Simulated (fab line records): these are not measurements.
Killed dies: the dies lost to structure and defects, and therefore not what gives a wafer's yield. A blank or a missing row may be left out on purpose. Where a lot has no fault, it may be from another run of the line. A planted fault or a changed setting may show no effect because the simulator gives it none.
Lot-split experiment ; flow n5 finfet ; 21 wafers read across 7 lots, on a route 1938 steps long

SPLIT DETAILS
At N5_BEOL_M14_COAT_66 (time 60 s, resist thk 110 nm), the setting spin rpm was moved away from the recipe's 1500 rpm on 7 of the 21 wafers read, by -11.1% to -5.1%. This setting was run at the recipe's value on the other wafers.

FROM THE SPLIT TO THE READING: what the file shows between them, 7 steps
- N5_BEOL_M14_EXPOSE_25: exposes mask M14, target cd 280 nm (also split here: dose mj)
- N5_BEOL_M14_PEB_26: peb time 90 s
- N5_BEOL_M14_DEVELOP_27: develop time 45 s
- N5_BEOL_M14_HARDBAKE_32: time 120 s
- N5_BEOL_M14_CD_MEAS_28: target cd 284.4 nm
- N5_BEOL_M14_DESCUM_33: chemistry O2, time 7.9 s
- N5_BEOL_M14_ETCH_67: etches SiARC in CF4, target depth 143 nm, time 238.3 s

THE READING
SiARC_of_BEOL_M14_COAT_66.thk nm (the simulator's own value, which no gauge read), in nm, at N5_BEOL_M14_ETCH_68 (etches SOC in N2/H2, time 450 s). The file does not state a usual value for it. Average 65.3 nm, standard deviation 0.48 nm, over the 14 wafers here run with the recipe.

wafer;tool, chamber at the split;spin rpm as run, rpm;against the recipe;SiARC_of_BEOL_M14_COAT_66.thk nm, nm;against lot-mates on the recipe
L076.1;litho track-01, 0;1334;-11.1%;72.4;+7.8
L076.2;litho track-01, 0;1334;-11.1%;71.4;+6.8
L076.4;litho track-01, 0;1500;recipe;64.6;-
L080.1;litho track-03, 0;1423;-5.1%;67.8;+2.4
L080.4;litho track-03, 0;1500;recipe;65.4;-
L080.6;litho track-03, 0;1423;-5.1%;68;+2.6
L079.2;litho track-01, 0;1500;recipe;65.8;-
L079.5;litho track-01, 0;1363;-9.1%;71;+5.0
L079.6;litho track-01, 0;1500;recipe;66.2;-
L092.4;litho track-05, 0;1370;-8.7%;70;+5.2
L092.5;litho track-05, 0;1370;-8.7%;70.6;+5.8
L092.6;litho track-05, 0;1500;recipe;64.8;-
L093.2;litho track-01, 0;1500;recipe;64.4;-
L093.3;litho track-01, 0;1500;recipe;65;-
L093.4;litho track-01, 0;1500;recipe;65.4;-
L094.4;litho track-03, 0;1500;recipe;65;-
L094.5;litho track-03, 0;1500;recipe;65.4;-
L094.6;litho track-03, 0;1500;recipe;65.2;-
L096.1;litho track-03, 0;1500;recipe;65.8;-
L096.2;litho track-03, 0;1500;recipe;65.4;-
L096.4;litho track-03, 0;1500;recipe;65.6;-

FIT RESULTS
A straight line over all 21 wafers: SiARC_of_BEOL_M14_COAT_66.thk nm changes by -0.591 nm for each +1% of spin rpm; r = -0.98; the points scatter about the line by 0.48 nm.
The same after taking each lot's own level away (the mean of its wafers on the recipe; 21 wafers): -0.624 nm for each +1%; r = -0.99; scatter 0.41 nm.
That fit puts the effect of the largest move of spin rpm on the reading at 6.9 nm.
The span of the lots' own levels, 64.60 to 66.00 nm, comes to 2.9 times the standard deviation stated above.
Consequently the slope shifts little with the lot-to-lot level, the two slopes agreeing.
Check: with one of the wafers moved furthest among these (-11.1%) left out of the fit, the line predicts +6.56 nm for it against its lot-mates. It came out at +7.8 nm against them.

FURTHER SPLITS ON THESE WAFERS
Note: prior to the reading, these wafers also went through further splits. Each is held against what the fit with the lots' levels taken away leaves over:
other split on the same wafers;wafers away from the commonest value;r with SiARC_of_BEOL_M14_COAT_66.thk nm (lot level and that fit taken away)
N5_BEOL_M12_ETCH_68 time s;8;+0.21
N5_BEOL_M14_EXPOSE_25 dose mj;8;+0.02

THE WHOLE CHAIN: every reading that the file lists as answering this split, in the file's order
step;what it does;reading;change (the file's fit);r (the file's)
N5_BEOL_M14_COAT_66;time 60 s, resist thk 110 nm;SiARC_of_BEOL_M14_COAT_66.thk nm (the simulator's own value, which no gauge read);-0.596 nm for each +1% of the setting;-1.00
N5_BEOL_M14_ETCH_67;etches SiARC in CF4, target depth 143 nm, time 238.3 s;etch.depth nm (the simulator's own value, which no gauge read);-0.591 nm for each +1% of the setting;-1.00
N5_BEOL_M14_ETCH_67;etches SiARC in CF4, target depth 143 nm, time 238.3 s;coat_of_BEOL_M14_COAT_22.thk nm (the simulator's own value, which no gauge read);+0.458 nm for each +1% of the setting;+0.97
N5_BEOL_M14_ETCH_68;etches SOC in N2/H2, time 450 s;SiARC_of_BEOL_M14_COAT_66.thk nm (the simulator's own value, which no gauge read);-0.608 nm for each +1% of the setting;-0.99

FILE'S OWN FIT
SiARC_of_BEOL_M14_COAT_66.thk nm changes by -0.608 nm for each +1% of spin rpm, r = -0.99.
